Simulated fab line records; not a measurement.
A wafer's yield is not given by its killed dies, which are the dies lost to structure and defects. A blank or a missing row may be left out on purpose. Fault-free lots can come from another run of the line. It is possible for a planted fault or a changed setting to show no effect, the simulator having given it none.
fab line records ; flow n5_finfet
record: lots: 7; wafers: 19; last_day: 15
route steps=1938 shown STI_FIN_REVEAL@184
lots with no fault: from the same line, run without faults
start_h: hours from the record's first day to the start of the lot's first wafer shown ; wait_h: how many hours have passed since the lot's step before this one ; " identical to the entry in the row above ; L1.1+2: a row that stands for several wafers ; - no value present, or no start provided ; * or withheld: withheld ; < > ~ a bound
route shown NAME@n: names a module that has steps shown in the file, with the first one's number in the route ; usual: mean and standard deviation over wafers with no fault ; same: alike in all rows ; chamber/n: place in a boat ; sites: readings site by site ; _std_site: their standard deviation ; _edge_site: the outer-site mean with the inner-site mean subtracted ; radius_mm: how far each site lies from the wafer's centre ; mask NAME#n: copy n ; behind: the tool/chamber that last shaped the wafer ; hold: why the lot went on hold/how many hours it stayed there/how the hold came to an end ; device: whichever transistor did not switch (one of n, p or np) ; end of line: tests run on the same wafers once the route is complete ; step lacking rows: just its recipe ; killed: at the first sort, the dies lost to defects and structure; wafer yield is something else ; map: a wafer's dies, marking killed ones x, the rest . and places with no die _
set.NAME: the setting the step ran with; set.NAME@STEP: the setting that earlier step ran with ; model.NAME: the simulator's own value behind a step, which no gauge read
certain route steps with their lots: each step a table, each wafer a row
services: when a tool's chamber went out of use (start_h, in hours from the record's first day, below 0 if earlier), for how many hours, and the reason
== steps ==
step: N5_STI_FIN_REVEAL_ALD_14
recipe: material: Si3N4; target_thk_a: 30; temp_c: 400; ald_precursor_family: SiH2I2; ald_co_reactant: N2/H2-plasma; pressure_torr: 2
usual: heater_power_w: 817/79
lot.wafer;tool;chamber;start_h;wait_h;heater_power_w
L817.3;ald_sin-03;0;46.14;0.0;844
L817.4;ald_sin-03;2;46.14;0.0;772
L817.6;ald_sin-03;2;46.14;0.0;775
L818.3;ald_sin-03;1;51.99;0.0;870
L818.4;ald_sin-03;0;51.99;0.0;845
L818.5;ald_sin-03;1;51.99;0.0;865
L821.1;ald_sin-01;3;70.13;0.0;731
L821.3;ald_sin-01;1;70.13;0.0;742
L821.5;ald_sin-01;3;70.13;0.0;740
L826.3;ald_sin-02;3;103.70;0.0;698
L826.4;ald_sin-02;0;103.70;0.0;725
L826.6;ald_sin-02;1;103.70;0.0;833
L829.1;ald_sin-01;0;119.87;0.0;958
L829.3;ald_sin-01;2;119.87;0.0;895
L829.4;ald_sin-01;3;119.87;0.0;749
L830.1;ald_sin-01;0;124.72;0.0;934
L830.3;ald_sin-01;3;124.72;0.0;736
L831.2;ald_sin-02;3;132.77;0.0;709
L831.3;ald_sin-02;2;132.77;0.0;879
step: N5_STI_FIN_REVEAL_FCVD_FILL_01
recipe: material: SiO2_flowable; target_thk_a: 3120; temp_c: 100; pressure_torr: 0.8; rf_w: 2000; time_s: 512.2
step: N5_STI_FIN_REVEAL_DENSIFY_02
recipe: temp_c: 650; ambient: steam; time_s: 1800; idle_temp_c: 400; densification_p_h2o_torr: 640
step: N5_STI_FIN_REVEAL_CMP_04
recipe: stop_on: Si3N4; t_overpolish_s: 4; down_force_psi: 2; platen_rpm: 54.18; post_cmp_clean: alkaline_brush; pad_velocity_m_s: 1.078; target_thk_nm: 131.83
step: N5_STI_FIN_REVEAL_THK_MEAS_05
usual: thk_nm: 132.5/1.7
lot.wafer;tool;chamber;start_h;wait_h;thk_nm
L817.3;film_metro-02;-;51.47;-;132.0
L817.4;film_metro-02;-;51.47;-;130.6
L817.6;film_metro-02;-;51.47;-;133.3
L818.3;film_metro-01;-;57.33;-;132.7
L818.4;film_metro-01;-;57.33;-;131.8
L818.5;film_metro-01;-;57.33;-;132.8
L821.1;film_metro-01;-;76.08;-;132.8
L821.3;film_metro-01;-;76.08;-;134.7
L821.5;film_metro-01;-;76.08;-;134.6
L826.3;film_metro-02;-;109.64;-;132.8
L826.4;film_metro-02;-;109.64;-;136.0
L826.6;film_metro-02;-;109.64;-;136.1
L829.1;film_metro-02;-;125.21;-;134.2
L829.3;film_metro-02;-;125.21;-;136.1
L829.4;film_metro-02;-;125.21;-;132.7
L830.1;film_metro-02;-;130.65;-;131.6
L830.3;film_metro-02;-;130.65;-;133.2
L831.2;film_metro-02;-;138.10;-;132.2
L831.3;film_metro-02;-;138.10;-;133.9
step: N5_STI_FIN_REVEAL_DENSIFY_30
recipe: temp_c: *; time_s: *; ambient: N2; idle_temp_c: 600; ramp_up_c_per_s: 150; ramp_down_c_per_s: 60; cool_to_c: 600
usual: lamp_power_pct: 11.53/0.057; lamp_zone_1_pct: 11.528/0.018; wafer_temp_C_max: *
same: time_s: *
lot.wafer;tool;chamber;start_h;wait_h;lamp_power_pct;lamp_zone_1_pct;wafer_temp_C_max
L817.3;rtp_anneal-01;0;51.56;0.1;11.46;11.559;*
L817.4;rtp_anneal-01;0;51.56;0.1;11.50;11.535;*
L817.6;rtp_anneal-01;0;51.56;0.1;11.51;11.506;*
L818.3;rtp_anneal-01;0;57.57;0.2;11.56;11.536;*
L818.4;rtp_anneal-01;0;57.57;0.2;11.54;11.524;*
L818.5;rtp_anneal-01;0;57.57;0.2;11.50;11.549;*
L821.1;rtp_anneal-01;0;76.10;0.0;11.59;11.528;*
L821.3;rtp_anneal-01;0;76.10;0.0;11.55;11.500;*
L821.5;rtp_anneal-01;0;76.10;0.0;11.54;11.540;*
L826.3;rtp_anneal-02;0;109.97;0.3;11.48;11.543;*
L826.4;rtp_anneal-02;0;109.97;0.3;11.57;11.518;*
L826.6;rtp_anneal-02;0;109.97;0.3;11.59;11.521;*
L829.1;rtp_anneal-01;0;125.24;0.0;11.68;11.501;*
L829.3;rtp_anneal-01;0;125.24;0.0;11.57;11.546;*
L829.4;rtp_anneal-01;0;125.24;0.0;11.55;11.543;*
L830.1;rtp_anneal-02;0;130.75;0.1;11.63;11.527;*
L830.3;rtp_anneal-02;0;130.75;0.1;11.57;11.529;*
L831.2;rtp_anneal-01;0;138.16;0.1;11.49;11.520;*
L831.3;rtp_anneal-01;0;138.16;0.1;11.55;11.502;*
step: N5_STI_FIN_REVEAL_ETCHBACK_08
recipe: chemistry: C4F6/O2; target: SiO2; target_depth_a: 305; time_s: 10.167; ion_energy_ev: 250; pressure_mtorr: 30; source_w: 345; bias_w: 185; Ar_flow_sccm: 300; C4F6_flow_sccm: 10; O2_flow_sccm: 10
usual: drypump_motor_current_A: 5.4/0.55; oes_o_777_au: 0.74/0.079; oes_product_au: 0.74/0.075; rf_vpp_V: 666/20; showerhead_plenum_p_Torr: 2.81/0.087; throttle_valve_pct: 21.12/0.26
same: time_s: 10.167
lot.wafer;tool;chamber;start_h;wait_h;drypump_motor_current_A;oes_o_777_au;oes_product_au;rf_hours_counter_h;rf_vpp_V;showerhead_plenum_p_Torr;throttle_valve_pct
L817.3;rie_diel-01;0;51.74;0.2;4.9;0.67;0.69;226;699;2.83;21.27
L817.4;rie_diel-01;2;51.74;0.2;6.3;0.69;0.68;204;648;2.80;21.12
L817.6;rie_diel-01;2;51.74;0.2;6.3;0.68;0.68;-;648;2.80;21.14
L818.3;rie_diel-04;0;57.72;0.1;5.5;0.69;0.71;205;676;2.82;21.54
L818.4;rie_diel-04;3;57.72;0.1;4.9;0.71;0.73;154;708;2.98;21.52
L818.5;rie_diel-04;2;57.72;0.1;5.3;0.77;0.75;-;647;2.73;20.82
L821.1;rie_diel-05;2;76.37;0.2;5.2;0.91;0.91;29;671;2.91;20.76
L821.3;rie_diel-05;1;76.37;0.2;6.4;0.75;0.77;131;673;2.76;21.24
L821.5;rie_diel-05;2;76.37;0.2;5.2;0.91;0.89;-;671;2.91;20.75
L826.3;rie_diel-05;2;110.30;0.3;5.2;0.88;0.88;41;669;2.90;20.78
L826.4;rie_diel-05;0;110.30;0.3;5.9;0.65;0.66;246;675;2.79;20.98
L826.6;rie_diel-05;2;110.30;0.3;5.2;0.88;0.88;-;670;2.90;20.76
L829.1;rie_diel-04;3;125.47;0.2;4.9;0.68;0.71;179;707;2.97;21.55
L829.3;rie_diel-04;0;125.47;0.2;5.4;0.67;0.69;231;677;2.81;21.57
L829.4;rie_diel-04;2;125.47;0.2;5.3;0.76;0.73;170;648;2.72;20.86
L830.1;rie_diel-05;3;130.97;0.2;4.9;0.77;0.75;170;638;2.74;21.31
L830.3;rie_diel-05;1;130.97;0.2;6.4;0.73;0.74;155;673;2.75;21.25
L831.2;rie_diel-04;2;138.34;0.2;5.3;0.75;0.73;175;646;2.72;20.84
L831.3;rie_diel-04;1;138.34;0.2;5.3;0.67;0.66;242;679;2.67;21.03
step: N5_STI_FIN_REVEAL_STRIP_24
recipe: chemistry: N2/H2; time_s: 90; power_w: 100; temp_c: 40; pressure_mtorr: 100; rf_frequency_hz: 6e+07; bias_power_w: 3; n2_flow_sccm: 300; h2_flow_sccm: 300
usual: drypump_motor_current_A: 5.4/0.56; oes_product_au: 0.74/0.073; rf_vpp_V: 45.3/0.83; showerhead_plenum_p_Torr: 3.34/0.087; throttle_valve_pct: 12.23/0.27
same: time_s: 90
lot.wafer;tool;chamber;start_h;wait_h;drypump_motor_current_A;oes_product_au;rf_hours_counter_h;rf_vpp_V;showerhead_plenum_p_Torr;throttle_valve_pct
L817.3;rie_diel-01;0;51.78;0.0;4.9;0.69;226;46.1;3.30;12.30
L817.4;rie_diel-01;2;51.78;0.0;6.3;0.71;204;46.2;3.36;12.44
L817.6;rie_diel-01;2;51.78;0.0;6.3;0.71;-;46.0;3.36;12.46
L818.3;rie_diel-04;0;57.76;0.0;5.5;0.71;205;44.0;3.35;12.62
L818.4;rie_diel-04;3;57.76;0.0;4.9;0.74;154;45.1;3.49;12.35
L818.5;rie_diel-04;2;57.76;0.0;5.3;0.74;-;44.9;3.28;12.03
L821.1;rie_diel-05;2;76.41;0.0;5.2;0.90;29;44.1;3.42;11.63
L821.3;rie_diel-05;1;76.41;0.0;6.4;0.79;131;45.3;3.28;12.26
L821.5;rie_diel-05;2;76.41;0.0;5.2;0.89;-;45.5;3.42;11.62
L826.3;rie_diel-05;2;110.33;0.0;5.2;0.87;41;44.8;3.42;11.65
L826.4;rie_diel-05;0;110.33;0.0;5.9;0.66;246;46.6;3.34;12.35
L826.6;rie_diel-05;2;110.33;0.0;5.2;0.87;-;45.4;3.42;11.66
L829.1;rie_diel-04;3;125.50;0.0;4.9;0.71;179;45.4;3.48;12.41
L829.3;rie_diel-04;0;125.50;0.0;5.5;0.68;231;45.7;3.34;12.68
L829.4;rie_diel-04;2;125.50;0.0;5.3;0.73;170;46.1;3.27;12.10
L830.1;rie_diel-05;3;131.00;0.0;4.9;0.76;170;45.7;3.23;12.28
L830.3;rie_diel-05;1;131.00;0.0;6.5;0.75;155;44.2;3.27;12.30
L831.2;rie_diel-04;2;138.38;0.0;5.3;0.73;175;45.7;3.26;12.09
L831.3;rie_diel-04;1;138.38;0.0;5.4;0.67;242;45.7;3.19;12.51
step: N5_STI_FIN_REVEAL_PRECLEAN_25
recipe: chemistry: SPM; time_s: 90; temp_c: 120; mix: 4:1
step: N5_STI_FIN_REVEAL_PRECLEAN_26
recipe: chemistry: SC1; time_s: 45; temp_c: 46; mix: 1:2:100
step: N5_STI_FIN_REVEAL_PRECLEAN_29
recipe: chemistry: DHF; time_s: 30; temp_c: 25; dilution: 300:1
step: N5_STI_FIN_REVEAL_SRD_12
recipe: time_s: 30; temp_c: 23; rinse_liquid: diw; dry: ipa_marangoni
step: N5_STI_FIN_REVEAL_RECESS_09
recipe: chemistry: HF/NH3; target: SiO2; afs_cycles: 11; target_depth_a: 425; temp_c: 30; sublimation_temp_c: 180; sublimation_time_s: 60
usual: drypump_motor_current_A: 5.5/0.35
lot.wafer;tool;chamber;start_h;wait_h;drypump_motor_current_A;model.etch.depth_nm
L817.3;vapor_etch-01;0;52.52;0.6;5.8;43.29
L817.4;vapor_etch-01;1;52.52;0.6;5.0;43.29
L817.6;vapor_etch-01;1;52.52;0.6;5.0;43.29
L818.3;vapor_etch-01;1;58.51;0.6;5.0;42.58
L818.4;vapor_etch-01;0;58.51;0.6;5.8;42.58
L818.5;vapor_etch-01;0;58.51;0.6;5.8;42.58
L821.1;vapor_etch-01;0;76.63;0.0;5.8;42.37
L821.3;vapor_etch-01;0;76.63;0.0;5.8;42.37
L821.5;vapor_etch-01;1;76.63;0.0;5.0;42.37
L826.3;vapor_etch-02;1;111.08;0.6;5.5;42.46
L826.4;vapor_etch-02;0;111.08;0.6;5.7;42.46
L826.6;vapor_etch-02;1;111.08;0.6;5.5;42.46
L829.1;vapor_etch-01;1;125.72;0.0;5.0;42.04
L829.3;vapor_etch-01;1;125.72;0.0;5.0;57.02
L829.4;vapor_etch-01;0;125.72;0.0;5.8;42.04
L830.1;vapor_etch-01;1;131.22;0.0;5.0;41.98
L830.3;vapor_etch-01;1;131.22;0.0;5.0;56.95
L831.2;vapor_etch-01;1;138.59;0.0;5.0;58.13
L831.3;vapor_etch-01;1;138.59;0.0;5.0;58.13
step: N5_STI_FIN_REVEAL_STRIP_16
recipe: chemistry: H3PO4; material: SiNx; temp_c: 165; target_depth_a: 238; overetch_fraction: 0.4964; dry: ipa_marangoni
step: N5_STI_FIN_REVEAL_PRECLEAN_17
recipe: chemistry: NF3:NH3; afs_cycles: 1; temp_c: 30; time_s: 20; sublimation_temp_c: 180; sublimation_time_s: 60; pressure_torr: 3; rf_power_w: 30
step: N5_STI_FIN_REVEAL_ETCH_34
recipe: chemistry: H2; mode: isotropic; material: Si; target: Si; target_depth_a: 9.7; temp_c: 20; pressure_mtorr: 4.5; icp_w: 300; bias_w: 0; h2_flow_sccm: 7.5; he_flow_sccm: 142.5
step: N5_STI_FIN_REVEAL_OXIDATION_31
recipe: chemistry: O2_PLASMA_REMOTE; temp_c: 150; time_s: 20; pressure_mtorr: 1000; source_power_w: 2000; o2_flow_sccm: 3000
step: N5_STI_FIN_REVEAL_PRECLEAN_32
recipe: chemistry: NF3:NH3; afs_cycles: 1; temp_c: 30; time_s: 20; sublimation_temp_c: 180; sublimation_time_s: 60; pressure_torr: 3; rf_power_w: 30
step: N5_STI_FIN_REVEAL_STRIP_35
recipe: chemistry: H3PO4; material: Si3N4; temp_c: 165; target_depth_a: 40; time_s: 39
step: N5_STI_FIN_REVEAL_SRD_21
recipe: dry: ipa_marangoni; time_s: 30; temp_c: 23; rinse_liquid: diw
step: N5_STI_FIN_REVEAL_OXIDATION_33
recipe: chemistry: O2_PLASMA_REMOTE; temp_c: 150; time_s: 20; pressure_mtorr: 1000; source_power_w: 2000; o2_flow_sccm: 3000
usual: drypump_motor_current_A: 5.4/0.41; heater_power_w: 135/4.6
same: time_s: 20
lot.wafer;tool;chamber;start_h;wait_h;drypump_motor_current_A;heater_power_w;rf_hours_counter_h
L817.3;plasma_asher-01;1;54.51;0.0;4.9;133;-
L817.4;plasma_asher-01;0;54.51;0.0;5.8;135;-
L817.6;plasma_asher-01;1;54.51;0.0;4.9;132;-
L818.3;plasma_asher-02;0;60.50;0.0;5.1;144;-
L818.4;plasma_asher-02;1;60.50;0.0;5.8;134;-
L818.5;plasma_asher-02;1;60.50;0.0;5.8;138;-
L821.1;plasma_asher-02;0;79.18;0.0;5.1;144;89
L821.3;plasma_asher-02;0;79.18;0.0;5.1;140;-
L821.5;plasma_asher-02;0;79.18;0.0;5.1;142;-
L826.3;plasma_asher-02;1;113.08;0.1;5.7;130;-
L826.4;plasma_asher-02;0;113.08;0.1;5.1;143;-
L826.6;plasma_asher-02;0;113.08;0.1;5.1;144;-
L829.1;plasma_asher-01;0;128.22;0.0;5.8;135;48
L829.3;plasma_asher-01;0;128.22;0.0;5.8;134;-
L829.4;plasma_asher-01;1;128.22;0.0;4.9;132;-
L830.1;plasma_asher-01;0;133.72;0.0;5.8;134;50
L830.3;plasma_asher-01;0;133.72;0.0;5.8;132;-
L831.2;plasma_asher-01;1;141.09;0.0;4.9;133;51
L831.3;plasma_asher-01;0;141.09;0.0;5.8;133;-
step: N5_STI_FIN_REVEAL_CLEAN_19
recipe: chemistry: O3/DIW; temp_c: 25; time_s: 120; o3_ppm: 10
step: N5_STI_FIN_REVEAL_SRD_23
recipe: dry: ipa_marangoni; time_s: 30; temp_c: 23; rinse_liquid: diw
step: N5_STI_FIN_REVEAL_CD_MEAS_22
recipe: target_cd_nm: 6.238; pitch_nm: 28; polarity: line
usual: cd_nm: 6.3/0.31
lot.wafer;tool;chamber;start_h;wait_h;cd_nm
L817.3;cd_sem-02;-;54.66;0.0;6.0
L817.4;cd_sem-02;-;54.66;0.0;6.2
L817.6;cd_sem-02;-;54.66;0.0;6.6
L818.3;cd_sem-02;-;60.65;0.0;6.5
L818.4;cd_sem-02;-;60.65;0.0;6.8
L818.5;cd_sem-02;-;60.65;0.0;6.4
L821.1;cd_sem-03;-;79.36;0.0;6.8
L821.3;cd_sem-03;-;79.36;0.0;6.6
L821.5;cd_sem-03;-;79.36;0.0;6.6
L826.3;cd_sem-01;-;113.22;0.0;6.3
L826.4;cd_sem-01;-;113.22;0.0;5.6
L826.6;cd_sem-01;-;113.22;0.0;6.2
L829.1;cd_sem-03;-;128.39;0.0;6.4
L829.3;cd_sem-03;-;128.39;0.0;6.6
L829.4;cd_sem-03;-;128.39;0.0;6.5
L830.1;cd_sem-02;-;133.89;0.0;6.3
L830.3;cd_sem-02;-;133.89;0.0;6.8
L831.2;cd_sem-02;-;141.28;0.0;6.0
L831.3;cd_sem-02;-;141.28;0.0;5.8
step: N5_STI_FIN_REVEAL_FIN_H_MEAS_10
usual: trench_depth_nm: 51.5/0.89
lot.wafer;tool;chamber;start_h;wait_h;trench_depth_nm
L817.3;ocd-01;-;54.69;0.0;52.7
L817.4;ocd-01;-;54.69;0.0;51.6
L817.6;ocd-01;-;54.69;0.0;51.1
L818.3;ocd-01;-;60.68;0.0;52.4
L818.4;ocd-01;-;60.68;0.0;51.5
L818.5;ocd-01;-;60.68;0.0;52.3
L821.1;ocd-02;-;79.39;0.0;52.3
L821.3;ocd-02;-;79.39;0.0;50.3
L821.5;ocd-02;-;79.39;0.0;52.2
L826.3;ocd-02;-;113.25;0.0;52.9
L826.4;ocd-02;-;113.25;0.0;51.0
L826.6;ocd-02;-;113.25;0.0;52.7
L829.1;ocd-01;-;128.42;0.0;50.6
L829.3;ocd-01;-;128.42;0.0;65.3
L829.4;ocd-01;-;128.42;0.0;52.2
L830.1;ocd-02;-;133.92;0.0;52.4
L830.3;ocd-02;-;133.92;0.0;64.3
L831.2;ocd-01;-;141.31;0.0;67.9
L831.3;ocd-01;-;141.31;0.0;66.7
step: N5_STI_FIN_REVEAL_PRECLEAN_18
recipe: chemistry: SC2; time_s: 45; temp_c: 35; mix: 1:1:50
== services ==
tool;chamber;start_h;hours;kind
rie_diel-05;1;39.10;2.4;repair
plasma_asher-02;-;47.60;4.3;pm
ald_sin-02;1;69.29;7.8;repair
rie_diel-05;-;71.46;0.8;repair
ald_sin-01;0;80.20;20.4;repair
vapor_etch-01;0;84.92;7.1;repair
plasma_asher-01;-;96.63;1.2;repair
rie_diel-01;-;102.19;4.3;pm
vapor_etch-01;1;103.77;2.8;repair
rie_diel-01;2;107.31;5.2;repair
rie_diel-01;-;114.81;14.6;pm
rie_diel-05;0;119.05;-;clean
rie_diel-05;0;119.05;-;consumable_replace:focus_ring
rie_diel-05;0;119.05;23.4;scheduled_down
rie_diel-05;0;119.05;23.4;vent_cycle
rie_diel-05;2;120.99;4.6;repair
ald_sin-03;0;126.03;3.6;repair
ald_sin-01;1;129.96;14.0;repair
== key ==
first_sign: step: N5_STI_FIN_REVEAL_FIN_H_MEAS_10; reading: trench_depth_nm; direction: up; sigmas: 16; usual: 51.5; struck: 66.1
effect none on later readings
model_effect: step: N5_STI_FIN_REVEAL_RECESS_09; value: etch.depth_nm; without: 42.43; struck: 57.56
met_at N5_STI_FIN_REVEAL_RECESS_09
struck_wafers L829.3,L830.3,L831.2,L831.3
tester_left_out L829,L830,L831
baseline_loss: step: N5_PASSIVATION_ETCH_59; wafers: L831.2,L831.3
onset_between 76.63 125.72
fault: kind: process_parameter_drift; tool: vapor_etch-01; chamber: -; onset_h: 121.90; steps: N5_STI_FIN_REVEAL_RECESS_09; channel: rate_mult; offset: 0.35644; shape: step; end_h: 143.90; scope: struck_wafers_only
tester_left_out: of these lots the tester's yield and bins aren't shown, on N5 and GAA mostly nor the transistor test; their killed dies are dies lost to structure and defects alone, not to doping, threshold or leakage, so they don't give the yield
baseline_loss: these wafers lose ten dies or more at that step, a loss of the line's own and not of a fault; the sort's usual values leave them out
